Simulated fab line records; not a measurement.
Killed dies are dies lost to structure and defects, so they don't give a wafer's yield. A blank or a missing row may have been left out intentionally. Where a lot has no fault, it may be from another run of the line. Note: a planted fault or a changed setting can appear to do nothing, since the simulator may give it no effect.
fab line records	flow n5Finfet
record lots=14	wafers=42	lastDay=19
route steps=1938 shown DUMMY_GATE@236 SPACER0@259 BEOL_M4@1111
lots untouched by any fault: they come from a run of this same line in which no faults occurred
startH: start of the lot's first displayed wafer, in hours after the record's first day	waitH: how many hours have passed since the lot's step before this one	" as in the row above	L1.1+2: a row that stands for several wafers	- no value, or no start was given	* or withheld: withheld	< > ~ a bound
route shown NAME@n: NAME is a module with steps in the file, n the number in the route of the first one	usual: mean and standard deviation over wafers with no fault	same: alike in all rows	chamber/n: place in a boat	sites: readings site by site	_std_site: the standard deviation of these	_edge_site: mean of outer sites minus mean of inner sites	radiusMm: how far each site lies from the wafer's centre	mask NAME#n: copy n	behind: tool/chamber where the wafer was last shaped	hold: reason for holding the lot/hours on hold/outcome of the hold	device: the transistor (n, p or np) that didn't switch	end of line: tests of these same wafers at the route's end	step lacking rows: just its recipe	killed: not the wafer's yield, but the dies lost to structure and defects at the first sort	map: a wafer's dies, x killed, . not, _ none there
set.NAME: the setting the step ran with; set.NAME@STEP: the setting that earlier step ran with	model.NAME: the simulator's own value behind a step, which no gauge read
route steps across a sampled set of lots; one table per step, one row per wafer
services: from which hour (startH, from the record's first day; less than 0 if before it) a tool's chamber was out of use, for how many hours, and why
## steps
# step N5_DUMMY_GATE_ETCH_36
# recipe chemistry=CF4	target=SiARC	targetDepthA=130	pressureMtorr=40	sourceW=545	biasW=36	Ar_flow_sccm=100	cf4FlowSccm=100	ionEnergyEv=80
# usual biasW=35.99/0.1	drypumpMotorCurrentA=5.7/0.54	oesProductAu=0.80/0.094	rfVppV=184.1/1.3	showerheadPlenumPTorr=2.14/0.074	throttleValvePct=15.61/0.2
lot.wafer	tool	chamber	startH	waitH	biasW	drypumpMotorCurrentA	oesProductAu	rfHoursCounterH	rfVppV	showerheadPlenumPTorr	throttleValvePct
L265.2	rieDiel-04	2	45.06	0.0	35.96	6.2	0.81	85	182.9	2.09	15.68
L265.3	"	1	"	"	36.16	5.9	0.81	100	186.4	2.25	15.61
L265.5	"	0	"	"	35.93	5.3	0.70	-	183.6	2.03	15.74
L266.2	rieDiel-04	0	51.56	0.0	36.03	5.3	0.70	230	182.9	2.03	15.76
L266.4	"	1	"	"	35.88	5.9	0.82	101	186.1	2.25	15.62
L266.6	"	3	"	"	36.27	5.8	0.68	-	185.1	2.19	15.79
L267.1	rieDiel-04	1	60.02	0.0	35.98	5.9	0.81	104	186.4	2.25	15.60
L267.2	"	0	"	"	35.92	5.4	0.70	233	182.1	2.03	15.75
L267.5	"	0	"	"	35.90	5.4	0.69	-	183.5	2.03	15.76
L268.2	rieDiel-01	0	65.47	0.0	36.12	5.5	0.90	30	183.8	2.19	15.37
L268.4	"	3	"	"	36.00	5.3	0.70	222	182.1	2.12	15.63
L268.6	"	3	"	"	36.21	5.4	0.69	-	181.8	2.12	15.64
L270.1	rieDiel-04	1	78.13	0.0	36.06	5.9	0.80	110	184.9	2.24	15.62
L270.2	"	0	"	"	35.90	5.3	0.69	240	182.9	2.03	15.77
L270.4	"	2	"	"	36.04	6.2	0.80	-	182.8	2.09	15.71
L273.1	rieDiel-04	3	93.51	0.0	36.02	5.9	0.98	2	185.1	2.19	15.32
L273.3	"	1	"	"	36.08	5.9	0.80	116	186.1	2.24	15.64
L273.4	"	0	"	"	35.97	5.4	0.68	245	183.5	2.03	15.79
L278.1	rieDiel-04	2	127.09	0.0	35.88	6.2	0.78	116	181.1	2.08	15.75
L278.2	"	1	"	"	36.05	5.9	0.79	130	186.0	2.24	15.65
L278.5	"	3	"	"	36.11	5.9	0.93	-	184.0	2.19	15.36
L282.2	rieDiel-06	0	151.29	0.0	36.00	6.3	0.93	15	185.6	2.19	15.31
L282.5	"	1	"	"	35.86	5.0	0.73	-	184.9	2.13	15.65
L282.6	"	0	"	"	35.97	6.3	0.93	-	183.5	2.19	15.31
L283.1	rieDiel-04	1	153.63	0.0	35.85	5.9	0.79	138	183.7	2.23	15.68
L283.5	"	1	"	"	35.88	5.9	0.78	-	185.6	2.23	15.68
L283.6	"	2	"	"	35.87	6.2	0.77	-	184.7	2.08	15.75
L284.2	rieDiel-04	3	162.75	0.0	35.89	5.9	0.90	26	183.8	2.18	15.37
L284.4	"	2	"	"	36.02	6.2	0.76	127	183.8	2.08	15.75
L284.6	"	2	"	"	35.87	6.2	0.76	-	182.7	2.08	15.76
L285.2	rieDiel-01	0	166.82	0.0	36.02	5.5	0.85	64	184.3	2.17	15.41
L285.5	"	1	"	"	36.02	6.7	0.83	-	184.8	2.17	15.46
L285.6	"	0	"	"	35.98	5.4	0.85	-	184.8	2.17	15.44
L286.2	rieDiel-04	0	171.71	0.0	35.87	5.4	0.96	13	186.2	2.27	15.33
L286.5	"	0	"	"	35.99	5.3	0.95	-	186.4	2.27	15.32
L286.6	"	1	"	"	36.12	5.9	0.77	-	184.5	2.23	15.70
L287.1	rieDiel-01	3	178.21	0.0	36.01	5.4	0.96	2	182.8	2.11	15.19
L287.3	"	1	"	"	35.78	6.8	0.82	76	184.1	2.17	15.45
L287.4	"	2	"	"	35.97	4.9	0.76	141	184.4	2.06	15.63
L288.2	rieDiel-06	0	185.01	0.0	35.99	6.3	0.91	26	184.9	2.19	15.33
L288.3	"	2	"	"	35.84	6.6	0.95	9	185.1	2.19	15.55
L288.5	"	0	"	"	35.91	6.2	0.92	-	185.9	2.19	15.34
# step N5_DUMMY_GATE_CD_MEAS_24
# recipe targetCdNm=15
# usual cdNm=15.0/0.31
lot.wafer	tool	chamber	startH	waitH	cdNm
L265.2	cdSem-01	-	45.83	0.1	15.2
L265.3	"	-	"	"	14.9
L265.5	"	-	"	"	14.9
L266.2	cdSem-03	-	52.32	0.1	15.2
L266.4	"	-	"	"	14.9
L266.6	"	-	"	"	14.7
L267.1	cdSem-03	-	60.79	0.1	14.9
L267.2	"	-	"	"	15.4
L267.5	"	-	"	"	14.8
L268.2	cdSem-02	-	66.31	0.1	14.9
L268.4	"	-	"	"	15.0
L268.6	"	-	"	"	15.1
L270.1	cdSem-01	-	78.90	0.1	15.3
L270.2	"	-	"	"	15.1
L270.4	"	-	"	"	15.5
L273.1	cdSem-01	-	94.27	0.1	14.9
L273.3	"	-	"	"	14.6
L273.4	"	-	"	"	15.1
L278.1	cdSem-02	-	127.87	0.1	14.9
L278.2	"	-	"	"	14.8
L278.5	"	-	"	"	14.8
L282.2	cdSem-03	-	152.06	0.1	14.6
L282.5	"	-	"	"	15.1
L282.6	"	-	"	"	14.9
L283.1	cdSem-01	-	154.41	0.1	15.1
L283.5	"	-	"	"	14.7
L283.6	"	-	"	"	14.9
L284.2	cdSem-01	-	163.52	0.1	15.0
L284.4	"	-	"	"	15.6
L284.6	"	-	"	"	15.0
L285.2	cdSem-03	-	167.59	0.1	14.9
L285.5	"	-	"	"	14.6
L285.6	"	-	"	"	14.8
L286.2	cdSem-03	-	172.48	0.1	15.2
L286.5	"	-	"	"	15.2
L286.6	"	-	"	"	15.0
L287.1	cdSem-03	-	179.24	0.1	14.8
L287.3	"	-	"	"	15.0
L287.4	"	-	"	"	15.4
L288.2	cdSem-03	-	185.81	0.1	15.4
L288.3	"	-	"	"	14.9
L288.5	"	-	"	"	15.4
# step N5_DUMMY_GATE_ETCH_42
# recipe chemistry=CHF3/O2	target=SiO2	targetDepthA=35	timeS=31	ionEnergyEv=30	biasW=12	pressureMtorr=30	sourceW=600	Ar_flow_sccm=200	CHF3_flow_sccm=50	O2_flow_sccm=5
# usual biasW=12.00/0.035	drypumpMotorCurrentA=5.7/0.53	oesProductAu=0.80/0.089	rfVppV=42.6/0.87	showerheadPlenumPTorr=2.42/0.083	throttleValvePct=18.78/0.18
# same timeS=31
lot.wafer	tool	chamber	startH	waitH	biasW	drypumpMotorCurrentA	oesProductAu	rfHoursCounterH	rfVppV	showerheadPlenumPTorr	throttleValvePct
L265.2	rieDiel-04	1	45.87	0.0	11.99	5.9	0.81	101	43.4	2.53	18.80
L265.3	"	3	"	"	12.04	5.8	0.67	241	43.0	2.47	18.90
L265.5	"	1	"	"	11.96	5.9	0.80	-	42.7	2.53	18.80
L266.2	rieDiel-04	2	52.37	0.0	12.03	6.2	0.80	88	42.7	2.35	18.88
L266.4	"	3	"	"	11.98	5.8	0.68	244	43.0	2.46	18.89
L266.6	"	1	"	"	12.02	5.9	0.82	-	43.2	2.53	18.80
L267.1	rieDiel-06	3	60.88	0.1	11.99	5.1	0.74	165	40.5	2.31	19.09
L267.2	"	0	"	"	11.95	6.2	0.68	246	43.3	2.48	18.91
L267.5	"	3	"	"	11.98	5.1	0.74	-	41.9	2.31	19.10
L268.2	rieDiel-04	3	66.35	0.0	12.00	5.8	0.67	248	42.3	2.46	18.90
L268.4	"	0	"	"	11.94	5.3	0.69	235	41.6	2.29	18.92
L268.6	"	1	"	"	12.00	5.9	0.80	-	43.4	2.53	18.80
L270.1	rieDiel-01	3	78.95	0.0	11.97	5.4	0.69	226	42.1	2.39	18.77
L270.2	"	2	"	"	12.03	4.8	0.80	112	43.5	2.34	18.79
L270.4	"	0	"	"	12.00	5.4	0.88	34	41.8	2.46	18.57
L273.1	rieDiel-01	1	94.32	0.0	12.02	6.7	0.86	46	44.1	2.46	18.63
L273.3	"	3	"	"	11.93	5.4	0.69	231	42.7	2.39	18.78
L273.4	"	0	"	"	12.01	5.4	0.87	39	42.6	2.46	18.57
L278.1	rieDiel-01	1	127.92	0.0	11.98	6.7	0.85	59	41.7	2.45	18.64
L278.2	"	3	"	"	11.96	5.3	0.67	242	43.4	2.38	18.79
L278.5	"	1	"	"	12.00	6.8	0.83	-	43.4	2.45	18.64
L282.2	rieDiel-06	3	152.27	0.2	12.06	5.1	0.72	193	43.1	2.30	19.13
L282.5	"	1	"	"	11.97	4.9	0.74	-	43.7	2.39	18.83
L282.6	"	0	"	"	12.02	6.2	0.94	-	42.0	2.47	18.54
L283.1	rieDiel-04	2	154.46	0.0	12.04	6.2	0.77	125	41.9	2.33	18.94
L283.5	"	1	"	"	12.02	5.9	0.77	-	42.8	2.52	18.86
L283.6	"	0	"	"	12.04	5.3	0.97	-	42.7	2.57	18.55
L284.2	rieDiel-04	3	163.57	0.0	11.95	5.9	0.91	26	42.9	2.45	18.58
L284.4	"	1	"	"	11.96	5.9	0.77	141	42.8	2.51	18.86
L284.6	"	1	"	"	12.06	5.9	0.77	-	43.6	2.51	18.88
L285.2	rieDiel-01	0	167.64	0.0	12.04	5.4	0.85	65	42.3	2.45	18.61
L285.5	"	0	"	"	12.05	5.4	0.84	-	42.5	2.45	18.63
L285.6	"	2	"	"	11.98	4.9	0.77	-	44.0	2.33	18.85
L286.2	rieDiel-04	3	172.53	0.0	11.95	5.9	0.90	28	42.3	2.45	18.55
L286.5	"	1	"	"	12.00	5.9	0.77	-	43.7	2.51	18.88
L286.6	"	0	"	"	11.93	5.3	0.95	-	42.1	2.56	18.56
L287.1	rieDiel-06	0	179.30	0.1	11.98	6.3	0.92	24	42.2	2.46	18.52
L287.3	"	2	"	"	11.97	6.6	0.96	8	42.8	2.47	18.77
L287.4	"	3	"	"	11.96	5.1	0.72	202	42.4	2.29	19.15
L288.2	rieDiel-01	1	185.85	0.0	12.01	6.8	0.82	79	44.1	2.44	18.67
L288.3	"	0	"	"	11.97	5.4	0.84	69	42.0	2.44	18.64
L288.5	"	3	"	"	11.98	5.3	0.95	-	41.6	2.38	18.44
# step N5_SPACER0_ALD_00
# recipe material=SiOCN	targetThkA=35	tempC=400	aldPrecursorFamily=alkyl-aminosilane	aldCoReactant=O2/N2-plasma	pulseTimeS=3	purgeTimeS=2	coReactantPurgeTimeS=2	aldCycles=58	pressureTorr=2
# usual heaterPowerW=830/79	precursorPulseHeightRel=0.999/0.02
# same coReactantPurgeTimeS=2
lot.wafer	tool	chamber	startH	waitH	heaterPowerW	precursorPulseHeightRel
L265.2	aldSin-02	0	46.30	0.1	822	1.006
L265.3	"	2	"	"	939	0.994
L265.5	"	0	"	"	837	0.978
L266.2	aldSin-04	1	52.79	0.1	778	0.989
L266.4	"	2	"	"	856	1.004
L266.6	"	3	"	"	775	0.994
L267.1	aldSin-02	2	62.03	0.1	954	0.964
L267.2	"	1	"	"	776	0.966
L267.5	"	1	"	"	789	0.964
L268.2	aldSin-03	0	66.90	0.1	866	1.052
L268.4	"	1	"	"	867	1.020
L268.6	"	0	"	"	864	1.012
L270.1	aldSin-03	3	79.45	0.1	926	1.015
L270.2	"	0	"	"	867	0.995
L270.4	"	1	"	"	890	1.005
L273.1	aldSin-02	2	95.90	0.1	971	1.002
L273.3	"	0	"	"	830	0.997
L273.4	"	3	"	"	781	1.016
L278.1	aldSin-04	0	128.34	0.1	655	0.996
L278.2	"	3	"	"	792	0.976
L278.5	"	0	"	"	625	0.990
L278.1	aldSin-04	0	128.77	0.3	649	0.987
L278.2	"	3	"	"	795	0.992
L278.5	"	0	"	"	646	1.013
L282.2	aldSin-04	2	152.73	0.1	941	0.994
L282.5	"	2	"	"	933	0.971
L282.6	"	3	"	"	800	0.976
L282.2	aldSin-04	2	153.15	0.3	944	1.012
L282.5	"	2	"	"	951	0.983
L282.6	"	3	"	"	810	0.983
L283.1	aldSin-03	1	154.88	0.1	861	0.999
L283.5	"	2	"	"	701	1.024
L283.6	"	3	"	"	925	1.012
L284.2	aldSin-03	0	164.00	0.1	876	1.033
L284.4	"	1	"	"	881	0.977
L284.6	"	3	"	"	901	1.001
L285.2	aldSin-03	3	168.06	0.1	922	0.994
L285.5	"	3	"	"	903	1.028
L285.6	"	0	"	"	859	0.969
L286.2	aldSin-03	3	173.13	0.1	920	1.012
L286.5	"	3	"	"	940	0.997
L286.6	"	0	"	"	854	1.000
L287.1	aldSin-02	3	180.23	0.1	772	1.005
L287.3	"	1	"	"	773	1.001
L287.4	"	2	"	"	929	1.039
L288.2	aldSin-02	0	186.28	0.1	834	1.022
L288.3	"	1	"	"	781	0.963
L288.5	"	3	"	"	755	0.985
# step N5_BEOL_M4_RC_MEAS_101
# usual DIBL_P=36.4/1.5	IOFF_P=0.210/0.023	ION_P=463/5.7	SS_P=73.3/0.56	VT_P=-250.3/2.3
lot.wafer	tool	chamber	startH	waitH	DIBL_P[mV/V]	IOFF_P[nA/um]	ION_P[uA/um]	SS_P[mV/dec]	VT_P[mV]
L265.2	prober-01	0	198.47	0.2	32.1	0.181	459	73.0	-252.0
L265.3	"	0	"	"	36.9	0.263	463	73.6	-247.5
L265.5	"	0	"	"	35.6	0.238	465	74.2	-249.4
L266.2	prober-01	0	202.31	0.2	38.4	0.220	464	73.1	-247.6
L266.4	"	0	"	"	36.0	0.183	466	73.3	-254.1
L266.6	"	0	"	"	37.3	0.201	463	73.2	-251.3
L268.2	prober-01	0	204.34	0.2	35.6	0.205	461	73.3	-249.8
L268.4	"	0	"	"	34.6	0.180	455	73.7	-252.2
L268.6	"	0	"	"	34.0	0.169	454	73.6	-253.3
L267.1	prober-02	0	222.00	0.0	34.8	0.180	453	72.3	-248.9
L267.2	"	0	"	"	36.9	0.217	459	73.5	-248.0
L267.5	"	0	"	"	37.1	0.213	462	73.3	-248.4
L270.1	prober-01	0	223.88	0.0	35.1	0.200	467	72.2	-251.3
L270.2	"	0	"	"	38.1	0.241	465	73.4	-246.9
L270.4	"	0	"	"	34.8	0.192	462	72.0	-251.6
L273.1	prober-01	0	241.96	0.0	39.1	0.239	470	74.5	-248.6
L273.3	"	0	"	"	40.0	0.259	466	73.4	-246.6
L273.4	"	0	"	"	37.9	0.216	460	73.3	-248.6
L278.1	prober-01	0	275.01	0.0	28.2	0.068	372	72.2	-275.0
L278.2	"	0	"	"	24.1	0.050	371	70.6	-277.4
L278.5	"	0	"	"	26.8	0.061	373	72.0	-274.8
L283.1	prober-02	0	306.09	0.0	37.6	0.251	470	73.5	-247.7
L283.5	"	0	"	"	35.8	0.227	469	73.2	-247.3
L283.6	"	0	"	"	35.3	0.210	462	73.4	-249.9
L284.2	prober-02	0	311.12	0.2	36.0	0.192	465	72.3	-251.0
L284.4	"	0	"	"	35.4	0.187	459	72.1	-251.1
L284.6	"	0	"	"	34.7	0.168	456	72.4	-252.2
L282.2	prober-01	0	313.90	0.2	28.5	0.058	369	72.7	-277.6
L282.5	"	0	"	"	27.0	0.053	370	71.6	-277.9
L282.6	"	0	"	"	29.6	0.063	377	72.3	-276.7
L285.2	prober-02	0	315.48	0.2	35.7	0.211	468	73.6	-248.7
L285.5	"	0	"	"	34.3	0.188	465	73.3	-250.2
L285.6	"	0	"	"	35.9	0.224	467	73.2	-248.7
L286.2	prober-01	0	317.64	0.2	37.8	0.224	465	73.4	-249.6
L286.5	"	0	"	"	37.8	0.230	464	73.7	-250.2
L286.6	"	0	"	"	36.5	0.202	466	73.5	-252.1
L287.1	prober-02	0	327.70	0.0	38.6	0.259	477	73.5	-249.3
L287.3	"	0	"	"	37.0	0.228	465	74.1	-249.0
L287.4	"	0	"	"	35.9	0.212	467	73.8	-250.1
L288.2	prober-02	0	342.34	0.2	38.0	0.233	468	73.6	-249.7
L288.3	"	0	"	"	36.5	0.205	465	72.4	-248.6
L288.5	"	0	"	"	38.2	0.235	467	72.8	-249.1
## services
tool	chamber	startH	hours	kind
rieDiel-01	1	27.37	13.8	repair
rieDiel-04	1	46.04	2.6	repair
rieDiel-06	2	57.16	4.2	repair
rieDiel-01	0	66.08	1.5	repair
rieDiel-04	3	71.71	-	clean
rieDiel-04	3	71.71	-	consumableReplace:focusRing
rieDiel-04	3	71.71	15.5	scheduledDown
rieDiel-04	3	71.71	15.5	ventCycle
aldSin-02	2	82.74	2.1	repair
aldSin-04	-	87.09	14.0	pm
rieDiel-06	-	92.89	0.4	repair
rieDiel-04	0	109.09	-	clean
rieDiel-04	0	109.09	-	consumableReplace:focusRing
rieDiel-04	0	109.09	-	consumableReplace:showerhead
rieDiel-04	0	109.09	20.5	scheduledDown
rieDiel-04	0	109.09	20.5	ventCycle
rieDiel-06	2	114.51	5.9	repair
rieDiel-06	-	116.53	12.6	repair
rieDiel-01	3	152.84	-	clean
rieDiel-01	3	152.84	-	consumableReplace:focusRing
rieDiel-01	3	152.84	19.1	scheduledDown
rieDiel-01	3	152.84	19.1	ventCycle
aldSin-03	2	156.64	36.8	repair
rieDiel-06	1	183.64	4.6	repair
## key
firstSign step=N5_SPACER0_ALD_00	reading=visit	direction=added
effect step=N5_BEOL_M4_RC_MEAS_101	reading=SS_P	direction=down	sigmas=2.4	usual=73.3	struck=71.9	through=controlLoop
metAt N5_SPACER0_ALD_00
struckLots L278,L282
sortLeftOut L278.1,L278.2,L278.5,L282.2,L282.5,L282.6
loopTrim step=N5_BEOL_M4_EXPOSE_25	setting=dose	lots=L282
notActingAt N5_DUMMY_GATE_ETCH_36,N5_DUMMY_GATE_CD_MEAS_24,N5_DUMMY_GATE_ETCH_42
fault kind=repeatedStepWhole	tool=aldSin-02,aldSin-03,aldSin-04	chamber=-	onsetH=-	steps=N5_SPACER0_ALD_00	times=1	scope=struckLotsOnly
# sortLeftOut: the simulated sort isn't trusted on such a fault, so these wafers' sort isn't shown, and their yield isn't known
# loopTrim: a control loop set the setting to another value than it would have without faults
